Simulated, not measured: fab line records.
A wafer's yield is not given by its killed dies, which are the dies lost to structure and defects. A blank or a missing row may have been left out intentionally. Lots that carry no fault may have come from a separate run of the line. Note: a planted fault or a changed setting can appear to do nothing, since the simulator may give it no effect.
A struck lot beside a sound one | flow n5-finfet | 27 steps out of a route of 1938
Sound: the wafers L749.1, L749.2, L749.5. The struck wafers were L758.2, L758.3, L758.5. The cause is named last.
Each step with rows lists, per side, the tool, then ch with its chambers, then its first start. Under that, the readings that differ: sound wafers | struck wafers | difference of the means | sigmas: that difference in standard deviations of wafers without a fault.
alike: readings whose means differ by less than 2 such deviations, and words and numbers that are the same on both sides. not compared: withheld readings, readings that some wafer has no value for, bounds like >300 that may hide the same value, and numbers for which the record gives no deviation and whose values overlap.
The two part at a step that has a row with sigmas, a row that says differs or no value, or rows on one side only. Non-overlapping numbers with no deviation appear without sigmas and do not part them. A reading missing from all wafers of one side parts the sides only when that side holds two or more wafers.

N5_BEOL_M5_INSPECT_13: inspects for defects (brightfield).
  sound on defect-inspect-01 at day 8 14:22; struck on defect-inspect-02 at day 10 19:45
  alike: raw-defect-count
N5_BEOL_M5_DESCUM_16: chemistry O2, time 7 s.
  sound on rie-diel-03 ch 1,2,3, day 8 14:25; struck on rie-diel-03 ch 1,2,3, day 10 19:47
  alike: drypump-motor-current-A, o2-flow-sccm, oes-product-au, rf-vpp-V, showerhead-plenum-p-Torr, throttle-valve-pct
  not compared: rf-hours-counter-h
then, 2 steps without rows for these wafers: N5_BEOL_M5_ETCH_72 (etches underlayer in N2/H2, target depth 6.5 nm, time 5.2 s); N5_BEOL_M5_ETCH_61 (etches SiARC in CF4, target depth 15.6 nm, time 26 s).
N5_BEOL_M5_ETCH_62: etches SOC in N2/H2, target depth 75 nm, overetch 15 nm, time 112.5 s.
  sound on rie-diel-03 ch 1,2,3, day 8 14:29; struck on rie-diel-03 ch 1,2,3, day 10 19:52
  alike: drypump-motor-current-A, oes-product-au, rf-vpp-V, showerhead-plenum-p-Torr, throttle-valve-pct
  not compared: rf-hours-counter-h
then, 3 steps without rows for these wafers: N5_BEOL_M5_STRIP_63 (strips in N2/H2); N5_BEOL_M5_STRIP_73 (strips in N2/H2); N5_BEOL_M5_STRIP_64 (strips in CF4).
N5_BEOL_M5_HM_OPEN_17: chemistry Cl2/BCl3, target TiN, target depth 20 nm, overetch 6 nm.
  sound on rie-metal-01 ch 0,1, day 8 14:39; struck on rie-metal-03 ch 0,1, day 10 20:02
  alike: drypump-motor-current-A, he-backside-leak-sccm, oes_ar_750_au, oes-product-au, throttle-valve-pct
  not compared: rf-hours-counter-h
N5_BEOL_M5_STRIP_19: strips in O2.
  sound on rie-diel-03 ch 0,1,2, day 8 14:46; struck on rie-diel-04 ch 1,2,3, day 10 20:09
  alike: drypump-motor-current-A, o2-flow-sccm, oes-product-au, rf-vpp-V, showerhead-plenum-p-Torr, throttle-valve-pct
  not compared: rf-hours-counter-h
N5_BEOL_M5_CD_MEAS_18: pitch 56 nm, target cd 28 nm.
  sound on cd-sem-01 at day 8 14:50; struck on cd-sem-01 at day 10 20:13
  alike: cd-nm
then, 1 step without rows for these wafers: N5_BEOL_M5_COAT_65 (time 60 s, resist thk 60 nm).
N5_BEOL_M5_COAT_66: time 60 s, resist thk 12 nm.
  sound on litho-track-02 ch 0, day 8 15:30; struck on litho-track-02 ch 0, day 10 23:02
  reading              | sound                | struck               | difference | sigmas
  spin-speed-rpm (rpm) | 1501.2 1500.4 1498.5 | 1442.9 1443.3 1444.3 | -56.5      | -66
then, 7 steps without rows for these wafers: N5_BEOL_M5_COAT_74 (time 60 s, resist thk 5 nm); N5_BEOL_M5_COAT_22 (resist thk 30 nm); N5_BEOL_M5_EBR_24; N5_BEOL_M5_SOFTBAKE_23 (time 60 s); N5_BEOL_M5_EXPOSE_25 (exposes mask V4, defocus 10 nm); N5_BEOL_M5_PEB_26 (peb time 60 s); N5_BEOL_M5_DEVELOP_27 (develop time 30 s).
N5_BEOL_M5_CD_MEAS_28: target cd 30.6 nm, target cd y 20 nm.
  sound on cd-sem-02 ch 0, day 8 15:54; struck on cd-sem-02 ch 0, day 10 23:26
  alike: cd-nm
N5_BEOL_M5_OVL_MEAS_29:
  sound on overlay-02 ch 0, day 8 15:56; struck on overlay-02 ch 0, day 10 23:29
  reading     | sound          | struck      | difference | sigmas
  V4_OVL (nm) | -0.6 -1.7 -0.4 | 1.2 0.7 0.5 | +1.7       | +3
N5_BEOL_M5_INSPECT_30: inspects for defects (brightfield).
  sound on defect-inspect-01 at day 8 15:59; struck on defect-inspect-01 at day 10 23:32
  alike: raw-defect-count
N5_BEOL_M5_DESCUM_33: chemistry O2, time 7 s.
  sound on rie-diel-03 ch 0,1,3, day 8 16:29; struck on rie-diel-04 ch 0,2,3, day 10 23:52
  reading      | sound             | struck            | difference | sigmas
  rf-vpp-V (V) | 244.4 245.7 243.2 | 243.6 241.7 240.8 | -2.4       | -2
  alike: drypump-motor-current-A, o2-flow-sccm, oes-product-au, showerhead-plenum-p-Torr, throttle-valve-pct
  not compared: rf-hours-counter-h
then, 1 step without rows for these wafers: N5_BEOL_M5_ETCH_75 (etches underlayer in N2/H2, target depth 6.5 nm, time 5.2 s).
N5_BEOL_M5_ETCH_67: etches SiARC in CF4, target depth 15.6 nm, time 26 s.
  sound on rie-diel-03 ch 0,1,3, day 8 16:32; struck on rie-diel-04 ch 0,2,3, day 10 23:56
  reading                  | sound             | struck            | difference | sigmas
  model.etch.depth-nm (nm) | 11.99 11.96 11.98 | 12.25 12.26 12.26 | +0.28      |
  alike: drypump-motor-current-A, etch-rf-on-time-s, oes-product-au, rf-vpp-V, showerhead-plenum-p-Torr, throttle-valve-pct
  not compared: rf-hours-counter-h
then, 1 step without rows for these wafers: N5_BEOL_M5_ETCH_68 (etches SOC in N2/H2, target depth 80 nm, overetch 16 nm, time 120 s).

## WHERE THEY PART
At N5_BEOL_M5_COAT_66 first; at N5_BEOL_M5_DESCUM_33 last (within this record only). Later steps at which nothing parts them and some readings are alike: N5_BEOL_M5_ETCH_67.

WHY: what had been put in by the simulator
Process parameter drift: litho-track-02, from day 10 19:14 on, at N5_BEOL_M5_COAT_66. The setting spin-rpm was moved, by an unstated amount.
